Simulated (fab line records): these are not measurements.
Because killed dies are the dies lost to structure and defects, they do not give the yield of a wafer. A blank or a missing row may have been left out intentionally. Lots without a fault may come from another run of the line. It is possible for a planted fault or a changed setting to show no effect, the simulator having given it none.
Chamber matching	flow n5-finfet	pecvd-01 running N5_BEOL_M11_PECVD_70: 3 sister chambers
The step deposits SiO2 from TEOS/O2, target thk 20 nm, time 22.7 s. 6 wafers are shown with their chamber, then 7 later ones without.

## EACH WAFER AND ITS CHAMBER
wafer	chamber	throttle-valve-pct (%)	showerhead-plenum-p-Torr (Torr)
L132.2	2	22.3	8.79
L143.3	0	23.8	8.74
L143.5	1	21.8	8.79
L143.6	2	22.5	8.78
L145.1	1	21.8	8.76
L145.4	0	23.5	8.76

## WAFERS WITH NO CHAMBER GIVEN
wafer	throttle-valve-pct (%)	showerhead-plenum-p-Torr (Torr)
L145.5	22.7	8.80
L149.1	22.7	8.79
L149.2	22.1	8.76
L149.5	21.8	8.76
L150.1	21.8	8.75
L150.2	22.8	8.78
L150.5	21.9	8.76

## CHAMBER TAKEN BY EACH
wafer	from the rows above	in truth
L145.5	2	2
L149.1	2	2
L149.2	can't be placed: 1 or 2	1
L149.5	1	1
L150.1	1	1
L150.2	2	2
L150.5	1	1
Correctly placed: 6 of 7. Cannot be placed on the basis of these rows: 1; the candidates contain the true chamber in 1. Number placed wrongly: 0.
How it was worked out, from the rows above alone: a wafer's distance from a chamber is the root of the sum, over the readings, of the square of ((its reading less the chamber's mean) divided by the reading's scatter). If the next closest chamber is less than 2 further off than the closest, the wafer can't be placed; otherwise it belongs to the closest. The mean given for a chamber averages the wafers shown for that chamber. The scatter is the square root of a quotient: the sum, over the shown wafers, of each reading's squared deviation from its chamber's mean, divided by wafers minus chambers.
